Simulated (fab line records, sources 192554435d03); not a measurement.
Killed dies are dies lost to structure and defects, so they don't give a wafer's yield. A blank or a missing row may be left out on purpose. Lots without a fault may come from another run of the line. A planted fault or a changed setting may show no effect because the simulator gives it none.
fab line records | flow n5_finfet
record lots=4 wafers=12 last_day=18
route steps=1938 shown PASSIVATION@1898
lots that met no fault: from a run of the same line without faults
start_h: hours from the record's first day to the start of the lot's first wafer shown | wait_h: hours since the lot's step before | " the same as in the row above | L1.1+2: a row that stands for several wafers | - no value, or no start given | * or withheld: withheld | < > ~ a bound
route shown NAME@n: a module of which the file shows steps, and the number in the route of the first | usual: mean/standard deviation of fault-free wafers | same: alike in all rows | chamber/n: place in a boat | sites: the reading at each site | _std_site: their standard deviation | _edge_site: outer sites' mean less inner sites' | radius_mm: how far each site lies from the wafer's centre | mask NAME#n: copy n | behind: the tool/chamber that last shaped the wafer | hold: why the lot was held/for how many hours/how that ended | device: the transistor (n, p or np) that didn't switch | end of line: the same wafers' tests at the end of the route | a step without rows: its recipe alone | killed: dies lost to structure and defects at the first sort, not the wafer's yield | map: a wafer's dies, x killed, . not, _ none there
set.NAME: the setting as run; set.NAME@STEP: as run at that earlier step | model.NAME: the simulator's own value behind a step, which no gauge read
lots at some steps of the route; a table a step, a row a wafer
## steps
# step N5_PASSIVATION_COAT_24
# recipe spin_rpm=3000 resist_thk_nm=withheld
# step N5_PASSIVATION_EBR_26
# recipe solvent=PGMEA ebr_width_mm=1.5
# step N5_PASSIVATION_SOFTBAKE_25
# recipe temp_c=100 time_s=90
# step N5_PASSIVATION_EXPOSE_27
# recipe mask_id=PAD na=0.55 source_shape=conventional sigma_outer=0.8 polarization=unpolarized defocus_nm=0 dose_mj=32.3
# step N5_PASSIVATION_PEB_28
# recipe peb_temp_c=withheld peb_time_s=*
# step N5_PASSIVATION_DEVELOP_29
# recipe develop_time_s=60 rinse_liquid=diw dry=air_spin dev_temp_c=21
# step N5_PASSIVATION_HARDBAKE_31
# recipe temp_c=130 time_s=120
# step N5_PASSIVATION_DESCUM_32
# recipe chemistry=O2 time_s=7.9 source_power_w=50 bias_power_w=20 pressure_mtorr=20 rf_frequency_hz=2.712e+07 temp_c=40 o2_flow_sccm=225
# step N5_PASSIVATION_AL_ETCH_33
# recipe chemistry=Cl2/BCl3 target_depth_a=28000 over_etch_frac=0.15 Cl2_flow_sccm=180 bcl3_flow_sccm=60 target=Al stop_on=TaN time_s=466.7 ion_energy_ev=100 pressure_mtorr=10 icp_w=900 bias_w=100
# step N5_PASSIVATION_ETCH_59
# recipe chemistry=Cl2/BCl3 target=TaN target_depth_a=650 time_s=34.9 ion_energy_ev=100 pressure_mtorr=10 icp_w=900 bias_w=100 Cl2_flow_sccm=60 bcl3_flow_sccm=30
# usual drypump_motor_current_A=6.1/0.4 oes_product_au=0.80/0.045 throttle_valve_pct=21.09/0.067
# columns lot.wafer tool chamber start_h wait_h drypump_motor_current_A oes_product_au rf_hours_counter_h throttle_valve_pct
L307.2 rie_metal-02 0 359.37 0.3 6.5 0.85 18 21.00
L307.5 " 0 " " 6.5 0.83 - 21.04
L307.6 " 1 " " 5.6 0.84 - 21.07
L313.1 rie_metal-02 1 393.68 0.3 5.5 0.82 25 21.08
L313.2 " 0 " " 6.4 0.83 22 21.03
L313.4 " 0 " " 6.5 0.83 - 21.01
L314.1 rie_metal-02 0 402.40 0.3 6.4 0.82 23 21.02
L314.2 " 1 " " 5.6 0.82 26 21.08
L314.5 " 1 " " 5.5 0.83 - 21.06
L319.1 rie_metal-01 1 421.09 0.3 6.5 0.76 65 21.19
L319.3 " 1 " " 6.5 0.75 - 21.19
L319.6 " 1 " " 6.5 0.75 - 21.20
# step N5_PASSIVATION_STRIP_34
# recipe chemistry=O2 power_w=600 temp_c=60 pressure_mtorr=30 rf_frequency_hz=6e+07 bias_power_w=0 overash_fraction=2 o2_flow_sccm=225
# step N5_PASSIVATION_STRIP_51
# recipe chemistry=post_etch_residue_remover time_s=1200 temp_c=72.5
# step N5_PASSIVATION_CLEAN_69
# recipe chemistry=IPA time_s=180 temp_c=25
# step N5_PASSIVATION_SRD_70
# recipe dry=ipa_marangoni time_s=30 temp_c=23 rinse_liquid=diw
# step N5_PASSIVATION_PECVD_53
# recipe material=SiO2 target_thk_a=8000 temp_c=400 precursor=TEOS/O2 pressure_torr=6.5 rf_w=withheld teos_flow_sccm=withheld gas=O2 flow_sccm=2650 time_s=169.4
# step N5_PASSIVATION_PECVD_35
# recipe material=SiNx target_thk_a=7000 temp_c=400 precursor=SiH4/NH3/N2 pressure_torr=4.9 rf_w=1406 time_s=151.3
# step N5_PASSIVATION_HMDS_37
# recipe time_s=60 temp_c=120
# step N5_PASSIVATION_COAT_38
# recipe spin_rpm=3000 resist_thk_nm=withheld
# step N5_PASSIVATION_EBR_40
# recipe solvent=PGMEA ebr_width_mm=1.5
# step N5_PASSIVATION_SOFTBAKE_39
# recipe temp_c=110 time_s=120
# step N5_PASSIVATION_EXPOSE_41
# recipe mask_id=PASS_OPEN na=0.55 defocus_nm=0 source_shape=conventional sigma_outer=0.8 polarization=unpolarized target_cd_nm=40000 dose_mj=57.25
# step N5_PASSIVATION_PEB_42
# recipe peb_temp_c=withheld peb_time_s=*
# step N5_PASSIVATION_DEVELOP_43
# recipe develop_time_s=60 rinse_liquid=diw dry=air_spin dev_temp_c=21
# step N5_PASSIVATION_HARDBAKE_45
# recipe temp_c=130 time_s=120
# step N5_PASSIVATION_DESCUM_46
# recipe chemistry=O2 time_s=7.9 source_power_w=50 bias_power_w=20 pressure_mtorr=20 rf_frequency_hz=2.712e+07 temp_c=40 o2_flow_sccm=225
# step N5_PASSIVATION_PASS_ETCH_47
# recipe chemistry=CF4/O2 target=SiNx target_depth_a=7700 time_s=385 ion_energy_ev=100 pressure_mtorr=40 source_w=535 bias_w=49 Ar_flow_sccm=100 cf4_flow_sccm=100 O2_flow_sccm=10
# step N5_PASSIVATION_ETCH_54
# recipe chemistry=CHF3/O2 target=SiO2 target_depth_a=8800 CHF3_flow_sccm=50 O2_flow_sccm=5 Ar_flow_sccm=200 time_s=440 mask_material=PR pressure_mtorr=30 source_w=650 bias_w=170 ion_energy_ev=200
# step N5_PASSIVATION_STRIP_48
# recipe chemistry=O2 power_w=600 temp_c=60 pressure_mtorr=30 rf_frequency_hz=6e+07 bias_power_w=0 overash_fraction=0.5 o2_flow_sccm=225
# step N5_PASSIVATION_STRIP_52
# recipe chemistry=post_etch_residue_remover time_s=1200 temp_c=72.5
# step N5_PASSIVATION_CLEAN_71
# recipe chemistry=IPA time_s=180 temp_c=25
# step N5_PASSIVATION_SRD_72
# recipe dry=ipa_marangoni time_s=30 temp_c=23 rinse_liquid=diw
# step N5_PASSIVATION_ANNEAL_56
# recipe temp_c=400 time_s=1800 ambient=FGA idle_temp_c=300 ramp_up_c_per_min=5 ramp_down_c_per_min=3
# step N5_PASSIVATION_PROBE_49
# usual defect_limited_yield=90.8/1.7 killed_at_M0_to_M3=37/12 killed_at_M4_up=15/5.6 killed_at_contacts=13/6.9 killed_at_front_end=40/11 killed_at_other=4/3.2 killed_dies=109/20 killed_open=73/15 killed_short=35/8.3 sort_bin_5_function=5.4/1.1 sort_bin_6_memory=3.5/0.73 sort_n_pass=1071/20 sort_yield_pct=90.8/1.7
# same gross_dies=1180 killed_at_back_side=0 sort_bin_4_leakage[%]=0 sort_bin_8_speed[%]=0
# columns lot.wafer tool chamber start_h wait_h defect_limited_yield[%] killed_at_M0_to_M3 killed_at_M4_up killed_at_contacts killed_at_front_end killed_at_other killed_dies killed_open killed_short sort_bin_5_function[%] sort_bin_6_memory[%] sort_n_pass sort_yield_pct[%]
L313.1 prober-01 - 397.98 0.0 76.6 45 9 19 48 155 276 82 44 13.8 6.0 904 76.6
L313.2 prober-01 - 398.03 0.1 84.1 54 5 22 25 82 188 76 31 8.6 4.2 992 84.1
L313.4 prober-01 - 398.13 0.2 82.9 66 11 6 35 84 202 77 42 9.5 4.9 978 82.9
L314.1 prober-02 - 406.93 0.3 84.2 38 15 13 30 91 187 68 31 9.0 3.6 993 84.2
L314.2 prober-02 - 406.98 0.3 79.3 39 5 12 29 159 244 58 33 11.6 3.6 936 79.3
L314.5 prober-02 - 407.13 0.5 80.1 28 14 11 26 156 235 53 29 11.4 4.3 945 80.1
# killed by level:class
L313.1 PASSIVATION:unspecified=150 MOL_CONTACT_COAG:geometric_particle:open=15 BEOL_M2:geometric_particle:open=13 FIN_SAQP:geometric_particle:short=12 BEOL_M0_SAQP:geometric_particle:open=12 STI_FIN_REVEAL:geometric_particle:open=9 BEOL_M3:geometric_particle:open=7 FIN_SAQP:geometric_particle:open=6
L313.2 PASSIVATION:unspecified=81 MOL_CONTACT_COAG:geometric_particle:open=16 BEOL_M3:geometric_particle:open=15 BEOL_M2:geometric_particle:open=14 BEOL_M0_SAQP:geometric_particle:short=8 FIN_SAQP:geometric_particle:open=6 MOL_CONTACT_COAG:geometric_particle:short=6 BEOL_M2:geometric_particle:short=5
L313.4 PASSIVATION:unspecified=82 BEOL_M3:geometric_particle:open=20 STI_FIN_REVEAL:geometric_particle:open=13 BEOL_M0_SAQP:geometric_particle:short=11 BEOL_M2:geometric_particle:open=11 BEOL_M0_SAQP:geometric_particle:open=10 STI_FIN_REVEAL:geometric_particle:short=6 BEOL_M3:geometric_particle:short=5
L314.1 PASSIVATION:unspecified=88 BEOL_M0_SAQP:geometric_particle:short=13 MOL_CONTACT_COAG:geometric_particle:open=10 STI_FIN_REVEAL:geometric_particle:open=9 BEOL_M0_SAQP:geometric_particle:open=8 BEOL_M3:geometric_particle:open=7 BEOL_M2:geometric_particle:open=6 BEOL_M5:geometric_particle:open=5
L314.2 PASSIVATION:unspecified=151 BEOL_M0_SAQP:geometric_particle:open=16 MOL_CONTACT_COAG:geometric_particle:open=11 BEOL_M0_SAQP:geometric_particle:short=10 FIN_SAQP:geometric_particle:open=7 FIN_SAQP:geometric_particle:short=5 BEOL_M3:geometric_particle:open=4 PAD_METAL:geometric_particle:short=4
L314.5 PASSIVATION:unspecified=152 MOL_CONTACT_COAG:geometric_particle:open=9 BEOL_M0_SAQP:geometric_particle:short=9 STI_FIN_REVEAL:geometric_particle:open=8 BEOL_M0_SAQP:geometric_particle:open=7 FIN_SAQP:geometric_particle:short=5 BEOL_M3:geometric_particle:open=4 BEOL_M3:geometric_particle:short=4
# map L313.1 (x killed, . not)
_________________...xx..x....________________
______________....x...x..x..x..._____________
___________..x........x...x........__________
__________.......x......x..........._________
________...........x..x........x......_______
_______xx..............................______
______....................x...x..x......_____
_____..x.............xx......x........x..____
____............x..x....x...........x.....___
___..xx.x....x.x....x......x............x..__
___x.........x....x....................x...__
__.x..............xx.....x......x..x.......x_
__........x........x........................_
_........x...................x...............
_............................x........x......
_........x..............x...x..........x.....
_...x............x........xx.................
_.........x.........x..............x....x....
_......x...x...x....xx.....x....x............
_...........x....x.....x............x.x.x....
_..x.xx..xxx..x.....x.x.....xx......x.x...x..
__x.xx..........x......xxxxxx...........x..._
__.............x...x.xx.xxxxx..xxx.x....x..._
___.xxx...x.......x.xxxxxxxx.xxx.x..x....x.__
___.......x...xx..xxxxxxxxxxxxx..x.........__
____.............xxxxxxxxxxxxxxxxx........___
_____....x.......xxxxxxxxxxxxxx.x........____
______..........xx.xxxxxxxxxxxxxxxx....._____
_______x.x.....x.x.xxxxxxxxxxxx..x.....______
________...x..x..xxxxxxxxxxxxxxx......_______
__________......x...xxxxxxxxxxxx...._________
___________........x.xxxxxxxxxx...x__________
______________x....x.xx.xxxx..x._____________
_________________.....xx.x...________________
# map L314.2 (x killed, . not)
_________________....xx......________________
______________......x..........._____________
___________..................x.....__________
__________........................xx_________
________.............................._______
_______................................______
______..........x...........x.......x..x_____
_____......x.......x.....x....x...xx.x...____
____...................x.............xx...___
___........................................__
___.....................x..................__
__...xx..................x..........x....x.._
__.....x.......xx....x.................x...._
_.......x.x...............x.............x...x
_..x.........xxx.x.......x...........x.......
_.....................x...................x..
_.x.......x.....x.x..x.x..x....x.x...........
_...x......................x.................
_......xx..x.xx.x...x..................xx....
_....x......x..x...x........xx...............
_...................x............x.........x.
__....x................x.xxxxx....x.....x..._
__...x....x......x..xxxxx..xx..............._
___...x.....x.....xxxxxxxxxxxxxx....x......__
___......x......x.xxxxxxxxxxxx...x.........__
____.............xxxxxxxxxxxxxxxx.........___
_____x..........x.xxxxxxxxxxxxxxx........____
______...........xxxxxxxxxxxxxxxx......._____
_______............xxxxxxxxxxxxx.......______
________..x......xxxxxxxxxxxxxxx......_______
__________.....x...xxxxxxxxxxxx....._________
___________.......x..xxxxxxxxx..x..__________
______________......xxxxxxxxxx.._____________
_________________x..xx.xxxx..________________
## key
first_sign step=N5_PASSIVATION_PROBE_49 reading=killed_at_other direction=up sigmas=37 usual=4 struck=121
effect step=N5_PASSIVATION_PROBE_49 reading=killed_dies direction=up sigmas=5.7 usual=109 struck=222
more_kills_born_at N5_PASSIVATION_ETCH_59@rie_metal-02=704
met_at N5_PASSIVATION_ETCH_59
struck_wafers L313.1,L313.2,L313.4,L314.1,L314.2,L314.5
onset_between 359.37 393.68
fault kind=chamber_particle_source tool=rie_metal-02 chamber=- onset_h=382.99 steps=N5_PASSIVATION_ETCH_59 rate_per_visit_cm2=1.9658 end_h=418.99
